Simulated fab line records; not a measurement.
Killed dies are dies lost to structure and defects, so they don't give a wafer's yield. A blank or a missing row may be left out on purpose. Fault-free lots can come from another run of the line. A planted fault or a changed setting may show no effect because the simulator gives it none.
Matching of chambers / flow n5 finfet / rie diel-04 running N5_BEOL_M0_SAQP_SPACER2_ETCHBACK_27: 4 sister chambers
The step etches SiO2 in CHF3/O2, target depth 22.5 nm, time 11.25 s. 18 wafers are shown with their chamber, then 9 later ones without.

== WAFERS PAIRED WITH THEIR CHAMBERS ==
wafer=L074.1; chamber=0; drypump motor current A (A)=5.4; showerhead plenum p Torr (Torr)=2.48; rf vpp V (V)=537
wafer=L074.4; chamber=3; drypump motor current A (A)=6.8; showerhead plenum p Torr (Torr)=2.35; rf vpp V (V)=540
wafer=L074.6; chamber=2; drypump motor current A (A)=6.5; showerhead plenum p Torr (Torr)=2.37; rf vpp V (V)=537
wafer=L075.3; chamber=0; drypump motor current A (A)=5.4; showerhead plenum p Torr (Torr)=2.48; rf vpp V (V)=538
wafer=L075.4; chamber=1; drypump motor current A (A)=4.7; showerhead plenum p Torr (Torr)=2.51; rf vpp V (V)=532
wafer=L075.5; chamber=0; drypump motor current A (A)=5.4; showerhead plenum p Torr (Torr)=2.48; rf vpp V (V)=538
wafer=L078.2; chamber=0; drypump motor current A (A)=5.3; showerhead plenum p Torr (Torr)=2.48; rf vpp V (V)=538
wafer=L078.4; chamber=1; drypump motor current A (A)=4.7; showerhead plenum p Torr (Torr)=2.51; rf vpp V (V)=530
wafer=L078.6; chamber=3; drypump motor current A (A)=6.7; showerhead plenum p Torr (Torr)=2.35; rf vpp V (V)=540
wafer=L079.1; chamber=0; drypump motor current A (A)=5.4; showerhead plenum p Torr (Torr)=2.48; rf vpp V (V)=539
wafer=L079.2; chamber=3; drypump motor current A (A)=6.8; showerhead plenum p Torr (Torr)=2.35; rf vpp V (V)=539
wafer=L079.4; chamber=2; drypump motor current A (A)=6.5; showerhead plenum p Torr (Torr)=2.37; rf vpp V (V)=537
wafer=L089.4; chamber=3; drypump motor current A (A)=6.8; showerhead plenum p Torr (Torr)=2.34; rf vpp V (V)=539
wafer=L089.5; chamber=0; drypump motor current A (A)=5.4; showerhead plenum p Torr (Torr)=2.47; rf vpp V (V)=538
wafer=L089.6; chamber=1; drypump motor current A (A)=4.7; showerhead plenum p Torr (Torr)=2.50; rf vpp V (V)=531
wafer=L093.2; chamber=1; drypump motor current A (A)=4.7; showerhead plenum p Torr (Torr)=2.50; rf vpp V (V)=531
wafer=L093.5; chamber=0; drypump motor current A (A)=5.4; showerhead plenum p Torr (Torr)=2.47; rf vpp V (V)=538
wafer=L093.6; chamber=3; drypump motor current A (A)=6.7; showerhead plenum p Torr (Torr)=2.34; rf vpp V (V)=540

SIGNATURES (means of the wafers above)
reading=drypump motor current A; chamber 0=5.386; chamber 1=4.700; chamber 2=6.500; chamber 3=6.760; scatter within a chamber=0.0383
reading=showerhead plenum p Torr; chamber 0=2.4771; chamber 1=2.5050; chamber 2=2.3700; chamber 3=2.3460; scatter within a chamber=0.00509
reading=rf vpp V; chamber 0=538.00; chamber 1=531.00; chamber 2=537.00; chamber 3=539.60; scatter within a chamber=0.609
Rule: distance of a wafer from a chamber = root of the sum over the readings of ((wafer's reading minus chamber's mean) / reading's scatter) squared. If the next closest chamber is less than 2 further off than the closest, the wafer can't be placed; otherwise it belongs to the closest. The scatter is the square root of a quotient: the sum, over the shown wafers, of each reading's squared deviation from its chamber's mean, divided by wafers minus chambers.

== WAFERS WITH NO CHAMBER GIVEN ==
wafer=L094.1; drypump motor current A (A)=4.7; showerhead plenum p Torr (Torr)=2.49; rf vpp V (V)=530
wafer=L094.4; drypump motor current A (A)=5.3; showerhead plenum p Torr (Torr)=2.47; rf vpp V (V)=538
wafer=L094.6; drypump motor current A (A)=4.7; showerhead plenum p Torr (Torr)=2.50; rf vpp V (V)=533
wafer=L095.1; drypump motor current A (A)=6.4; showerhead plenum p Torr (Torr)=2.35; rf vpp V (V)=536
wafer=L095.3; drypump motor current A (A)=4.7; showerhead plenum p Torr (Torr)=2.49; rf vpp V (V)=532
wafer=L095.4; drypump motor current A (A)=5.4; showerhead plenum p Torr (Torr)=2.47; rf vpp V (V)=539
wafer=L096.2; drypump motor current A (A)=6.7; showerhead plenum p Torr (Torr)=2.34; rf vpp V (V)=540
wafer=L096.4; drypump motor current A (A)=5.3; showerhead plenum p Torr (Torr)=2.47; rf vpp V (V)=538
wafer=L096.6; drypump motor current A (A)=4.7; showerhead plenum p Torr (Torr)=2.49; rf vpp V (V)=532

== EACH ONE'S CHAMBER ==
wafer=L094.1; from the rows above=1; in truth=1
wafer=L094.4; from the rows above=0; in truth=0
wafer=L094.6; from the rows above=1; in truth=1
wafer=L095.1; from the rows above=2; in truth=2
wafer=L095.3; from the rows above=1; in truth=1
wafer=L095.4; from the rows above=0; in truth=0
wafer=L096.2; from the rows above=3; in truth=3
wafer=L096.4; from the rows above=0; in truth=0
wafer=L096.6; from the rows above=1; in truth=1
Correctly placed: 9 of 9. Number that these rows cannot place: 0. Wrongly placed: 0.
